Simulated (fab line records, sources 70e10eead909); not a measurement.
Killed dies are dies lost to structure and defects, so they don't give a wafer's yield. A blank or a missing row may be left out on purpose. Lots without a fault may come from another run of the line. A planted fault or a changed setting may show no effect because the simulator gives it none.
fab line records | flow nand_harc
record lots=6 wafers=18 last_day=24
route steps=1159 shown A_SLIT@797 A_SIN_REMOVE@804 A_WL_FILL@809
lots that met no fault: from a run of the same line without faults
start_h: hours from the record's first day to the start of the lot's first wafer shown | wait_h: hours since the lot's step before | " the same as in the row above | L1.1+2: a row that stands for several wafers | - no value, or no start given | * or withheld: withheld | < > ~ a bound
route shown NAME@n: a module of which the file shows steps, and the number in the route of the first | usual: mean/standard deviation of fault-free wafers | same: alike in all rows | chamber/n: place in a boat | sites: the reading at each site | _std_site: their standard deviation | _edge_site: outer sites' mean less inner sites' | radius_mm: how far each site lies from the wafer's centre | mask NAME#n: copy n | behind: the tool/chamber that last shaped the wafer | hold: why the lot was held/for how many hours/how that ended | device: the transistor (n, p or np) that didn't switch | end of line: the same wafers' tests at the end of the route | a step without rows: its recipe alone | killed: dies lost to structure and defects at the first sort, not the wafer's yield | map: a wafer's dies, x killed, . not, _ none there
set.NAME: the setting as run; set.NAME@STEP: as run at that earlier step | model.NAME: the simulator's own value behind a step, which no gauge read
lots at some steps of the route; a table a step, a row a wafer
services: from which hour (start_h, from the record's first day; less than 0 if before it) a tool's chamber was out of use, for how many hours, and why
## steps
# step NHARC_A_SLIT_ETCH_26
# recipe bias_v=400 source_w=2000 pressure_mtorr=25 time_s=90 ar_flow_sccm=375 c4f8_flow_sccm=41.7 o2_flow_sccm=83.3 target_depth_a=4000 chemistry=C4F8/O2/Ar
# usual bias_v=400/4.2 chamber_pressure_mTorr=25.002/0.024 drypump_motor_current_A=5.8/0.6 showerhead_plenum_p_Torr=3.75/0.098 throttle_valve_pct=27.619/0.0097
# columns lot.wafer tool chamber start_h wait_h bias_v chamber_pressure_mTorr drypump_motor_current_A rf_hours_counter_h showerhead_plenum_p_Torr throttle_valve_pct
L795.1 har_etch-01 1 339.45 1.2 406 24.986 4.9 12 3.83 27.601
L795.2 " 0 " " 401 24.965 6.3 12 3.83 27.633
L795.4 " 0 " " 408 25.020 6.3 - 3.83 27.607
L794.1 har_etch-02 0 342.34 1.0 399 25.022 6.2 187 3.61 27.607
L794.4 " 1 " " 398 24.999 6.0 - 3.63 27.633
L794.6 " 0 " " 398 24.970 6.2 - 3.61 27.615
L798.1 har_etch-02 0 365.05 1.0 404 24.991 6.2 190 3.61 27.606
L798.4 " 0 " " 401 24.985 6.2 - 3.61 27.624
L798.6 " 0 " " 408 24.975 6.2 - 3.60 27.613
L809.3 har_etch-01 1 441.22 0.6 395 25.001 4.9 - 3.81 27.618
L809.5 " 0 " " 401 24.960 6.3 - 3.81 27.627
L809.6 " 1 " " 397 25.013 4.9 - 3.81 27.624
L812.1 har_etch-01 1 454.07 1.2 403 25.006 4.9 56 3.81 27.622
L812.4 " 1 " " 406 24.984 4.9 - 3.81 27.619
L812.5 " 1 " " 405 24.991 4.9 - 3.81 27.633
L814.1 har_etch-01 1 469.53 1.0 397 24.956 5.0 67 3.80 27.616
L814.4 " 1 " " 405 25.028 5.0 - 3.80 27.600
L814.6 " 0 " " 394 25.023 6.3 - 3.80 27.628
# step NHARC_A_SLIT_STRIP_28
# recipe o2_flow_sccm=400 cos_flow_sccm=20 ar_flow_sccm=0 bias_w=0 chemistry=O2/COS
# step NHARC_A_SLIT_ETCH_29
# recipe target_depth_a=1000 overetch_a=100 time_s=55 ion_energy_ev=100 cf4_flow_sccm=80 o2_flow_sccm=20 ar_flow_sccm=0 rf_w=300 bias_w=100 chemistry=CF4/O2
# usual chamber_pressure_mTorr=30.001/0.028 drypump_motor_current_A=5.7/0.41 oes_product_au=1.002/0.013 rf_vpp_V=198.2/1.4 showerhead_plenum_p_Torr=1.36/0.052 throttle_valve_pct=13.397/0.0098
# columns lot.wafer tool chamber start_h wait_h chamber_pressure_mTorr drypump_motor_current_A oes_product_au rf_hours_counter_h rf_vpp_V showerhead_plenum_p_Torr throttle_valve_pct
L795.2 rie_diel-01 0 340.07 0.1 29.991 6.0 0.980 1 196.5 1.26 13.399
L795.1 " 1 " " 30.068 6.3 0.989 3 197.6 1.34 13.381
L795.4 " 3 " " 29.994 5.8 0.998 2 199.8 1.39 13.395
L794.1 rie_diel-02 1 342.94 0.1 30.018 6.1 0.994 0 197.8 1.31 13.388
L794.4 " 1 " " 29.990 6.1 1.004 - 195.9 1.31 13.400
L794.6 " 3 " " 30.027 4.8 0.993 - 197.8 1.31 13.410
L798.1 rie_diel-03 0 365.63 0.1 29.993 5.4 0.973 11 198.2 1.39 13.420
L798.4 " 1 " " 29.940 5.6 1.025 11 198.4 1.42 13.408
L798.6 " 3 " " 30.048 5.8 0.984 - 199.0 1.38 13.400
L809.3 rie_diel-01 1 441.74 0.1 29.984 6.3 0.997 10 198.3 1.34 13.408
L809.6 " 1 " " 29.990 6.3 1.002 - 198.8 1.34 13.391
L809.5 " 2 " " 29.983 5.2 1.009 - 199.9 1.43 13.392
L812.1 rie_diel-02 1 454.70 0.1 30.040 6.1 1.001 9 197.3 1.31 13.391
L812.4 " 2 " " 30.031 5.7 1.019 8 196.7 1.28 13.397
L812.5 " 0 " " 30.070 5.7 1.006 - 199.0 1.40 13.416
L814.1 rie_diel-03 2 470.13 0.1 30.001 5.8 0.991 4 199.2 1.36 13.392
L814.4 " 3 " " 30.017 5.8 0.989 4 198.5 1.37 13.395
L814.6 " 0 " " 30.034 5.4 0.999 - 199.5 1.39 13.405
# step NHARC_A_SLIT_STRIP_18
# recipe o2_flow_sccm=500 ar_flow_sccm=0 bias_w=0 chemistry=O2
# usual chamber_pressure_mTorr=60.00/0.049 drypump_motor_current_A=5.7/0.39 oes_product_au=0.999/0.012 rf_vpp_V=58.0/0.96 showerhead_plenum_p_Torr=3.58/0.13 throttle_valve_pct=17.037/0.0086
# columns lot.wafer tool chamber start_h wait_h chamber_pressure_mTorr drypump_motor_current_A oes_product_au rf_hours_counter_h rf_vpp_V showerhead_plenum_p_Torr throttle_valve_pct
L795.4 rie_diel-01 0 - - 60.00 6.0 0.987 1 58.1 3.33 17.039
L795.1 " 1 " " 60.07 6.3 1.005 3 57.5 3.55 17.047
L795.2 " 2 " " 60.02 5.2 1.016 3 59.3 3.78 17.024
L794.1 rie_diel-02 1 - - 59.98 6.1 1.001 0 56.9 3.47 17.018
L794.4 " 1 " " 59.91 6.1 1.008 - 57.9 3.47 17.052
L794.6 " 2 " " 60.05 5.6 1.001 - 57.9 3.40 17.025
L798.4 rie_diel-03 3 - - 60.02 5.8 0.980 11 58.1 3.63 17.032
L798.1 " 2 " " 59.98 5.9 0.982 11 58.2 3.59 17.029
L798.6 " 3 " " 60.04 5.8 0.990 - 57.7 3.63 17.043
L809.3 rie_diel-01 0 - - 59.94 6.0 0.988 8 56.7 3.33 17.036
L809.5 " 1 " " 60.05 6.3 0.995 - 57.6 3.54 17.043
L809.6 " 2 " " 60.09 5.3 1.012 - 58.4 3.77 17.046
L812.1 rie_diel-02 1 - - 59.94 6.1 0.993 9 58.9 3.46 17.038
L812.4 " 3 " " 59.98 4.8 0.990 8 57.9 3.47 17.041
L812.5 " 1 " " 59.95 6.1 0.999 - 57.3 3.46 17.038
L814.1 rie_diel-03 2 - - 60.00 5.9 0.986 4 58.1 3.58 17.040
L814.4 " 0 " " 60.02 5.4 1.001 4 58.1 3.66 17.023
L814.6 " 1 " " 60.04 5.7 1.004 - 57.8 3.75 17.041
# step NHARC_A_SLIT_PRECLEAN_19
# recipe time_s=* temp_c=50 bath_age_min=0 chemistry=SC1
# step NHARC_A_SLIT_SRD_20
# step NHARC_A_SLIT_CD_MEAS_21
# usual cd_nm=289.8/0.99
# columns lot.wafer tool chamber start_h wait_h cd_nm
L795.1 cd_sem-01 - 340.60 - 289.9
L795.2 " - " " 290.3
L795.4 " - " " 289.5
L794.1 cd_sem-01 - 343.55 - 290.5
L794.4 " - " " 290.8
L794.6 " - " " 289.2
L798.1 cd_sem-02 - 366.17 - 290.9
L798.4 " - " " 289.6
L798.6 " - " " 289.2
L809.3 cd_sem-03 - 442.28 - 289.9
L809.5 " - " " 289.0
L809.6 " - " " 290.3
L812.1 cd_sem-02 - 455.22 - 290.7
L812.4 " - " " 290.2
L812.5 " - " " 290.2
L814.1 cd_sem-01 - 470.66 - 289.8
L814.4 " - " " 289.2
L814.6 " - " " 289.7
# step NHARC_A_SIN_REMOVE_WET_00
# recipe temp_c=160 time_s=15300 chemistry=H3PO4
# step NHARC_A_SIN_REMOVE_PRECLEAN_01
# recipe time_s=* temp_c=50 bath_age_min=0 chemistry=SC1
# step NHARC_A_SIN_REMOVE_SRD_02
# step NHARC_A_SIN_REMOVE_INSPECT_04
# usual raw_defect_count=283/72
# columns lot.wafer tool chamber start_h wait_h raw_defect_count
L795.1 defect_inspect-01 - 348.25 0.0 596
L795.2 " - " " 406
L795.4 " - " " 411
L794.1 defect_inspect-02 - 351.26 0.0 235
L794.4 " - " " 227
L794.6 " - " " 214
L798.1 defect_inspect-01 - 373.86 0.0 307
L798.4 " - " " 282
L798.6 " - " " 297
L809.3 defect_inspect-02 - 450.00 0.0 273
L809.5 " - " " 324
L809.6 " - " " 262
L812.1 defect_inspect-01 - 462.97 0.0 394
L812.4 " - " " 472
L812.5 " - " " 353
L814.1 defect_inspect-02 - 476.71 0.0 437
L814.4 " - " " 283
L814.6 " - " " 253
# step NHARC_A_WL_FILL_ALD_00
# recipe target_thk_a=30 pulse_time_s=3 ald_cycles=30 temp_c=300 material=Al2O3
# usual ald_cycles=30/0 heater_power_w=462/36 precursor_pulse_height_rel=0.999/0.019
# columns lot.wafer tool chamber start_h wait_h ald_cycles heater_power_w precursor_pulse_height_rel since_wet_clean_h
L795.4 ald_hk-01 3 349.70 1.4 30 463 1.028 112
L795.2 " 0 " " 30 392 1.018 112
L795.1 " 2 " " 30 474 1.007 112
L794.1 ald_hk-02 3 351.37 0.1 24 461 0.995 61
L794.4 " 0 " " 30 472 0.980 61
L794.6 " 2 " " 24 434 1.004 -
L798.1 ald_hk-02 1 373.95 0.1 24 470 1.009 84
L798.4 " 2 " " 30 442 1.019 84
L798.6 " 0 " " 24 464 0.992 -
L809.3 ald_hk-02 2 450.09 0.1 30 438 1.025 160
L809.5 " 1 " " 30 459 0.968 -
L809.6 " 2 " " 30 435 0.994 -
L812.1 ald_hk-01 1 463.03 0.1 30 476 1.021 46
L812.4 " 0 " " 30 370 1.019 46
L812.5 " 1 " " 30 482 0.997 -
L814.1 ald_hk-01 2 476.97 0.3 30 469 1.032 60
L814.4 " 3 " " 30 437 0.993 60
L814.6 " 3 " " 30 440 1.038 -
# step NHARC_A_WL_FILL_RTA_01
# recipe temp_c=1000 time_s=5
# usual lamp_power_pct=28.9/1.2 lamp_zone_4_pct=28.9/1.2 wafer_temp_C_max=1003.8/0.82
# columns lot.wafer tool chamber start_h wait_h lamp_power_pct lamp_zone_4_pct wafer_temp_C_max
L795.1 rtp_anneal-01 0 350.11 - 27.8 27.9 1006.1
L795.2 " 0 " " 27.8 27.8 1004.0
L795.4 " 0 " " 27.9 27.8 1005.4
L794.1 rtp_anneal-02 0 351.58 - 30.3 30.3 1004.5
L794.4 " 0 " " 30.2 30.3 1004.8
L794.6 " 0 " " 30.3 30.3 1003.4
L798.1 rtp_anneal-01 0 374.18 - 27.8 27.8 1004.1
L798.4 " 0 " " 27.8 27.8 1003.6
L798.6 " 0 " " 27.8 27.9 1004.0
L809.3 rtp_anneal-01 0 450.38 - 27.8 27.8 1003.9
L809.5 " 0 " " 27.8 27.8 1005.4
L809.6 " 0 " " 27.8 27.8 1003.4
L812.1 rtp_anneal-01 0 463.30 - 27.8 27.8 1004.4
L812.4 " 0 " " 27.8 27.8 1003.5
L812.5 " 0 " " 27.8 27.8 1003.4
L814.1 rtp_anneal-01 0 477.39 - 27.8 27.8 1002.1
L814.4 " 0 " " 27.8 27.8 1004.1
L814.6 " 0 " " 27.8 27.8 1004.2
## services
# columns tool chamber start_h hours kind
har_etch-01 0 322.17 - clean
har_etch-01 0 322.17 - consumable_replace:focus_ring
har_etch-01 1 322.17 - clean
har_etch-01 1 322.17 - consumable_replace:focus_ring
rie_diel-03 0 322.30 - clean
rie_diel-03 1 322.30 - clean
rie_diel-03 2 322.30 - clean
rie_diel-03 3 322.30 - clean
rie_diel-01 0 323.87 - clean
rie_diel-01 1 323.87 - clean
rie_diel-01 2 323.87 - clean
rie_diel-02 2 324.44 2.0 repair
rie_diel-02 - 327.97 9.0 pm
rie_diel-03 3 331.94 9.1 repair
ald_hk-01 - 354.24 0.7 repair
rie_diel-02 1 365.41 3.8 repair
rie_diel-02 - 368.12 0.2 repair
rie_diel-03 3 385.29 3.2 repair
rie_diel-03 3 391.38 6.3 repair
rie_diel-03 - 392.30 9.0 pm
rie_diel-03 - 409.96 2.4 repair
ald_hk-02 - 453.20 1.2 repair
ald_hk-02 - 458.15 10.0 pm
rie_diel-03 - 467.09 0.6 repair
## key
first_sign step=NHARC_A_WL_FILL_ALD_00 reading=ald_cycles direction=down sigmas=99+ usual=30 struck=24
effect none on later readings
met_at NHARC_A_WL_FILL_ALD_00
struck_wafers L794.1,L794.6,L798.1,L798.6
tester_left_out L794,L798
fault kind=process_parameter_drift tool=ald_hk-02 chamber=- onset_h=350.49 steps=NHARC_A_WL_FILL_ALD_00 channel=ald_cycles offset=-6 shape=step end_h=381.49 scope=struck_wafers_only acts_in=these_recipes_only stated=30
# tester_left_out: of these lots the tester's yield and bins aren't shown, on N5 and GAA mostly nor the transistor test; their killed dies are dies lost to structure and defects alone, not to doping, threshold or leakage, so they don't give the yield
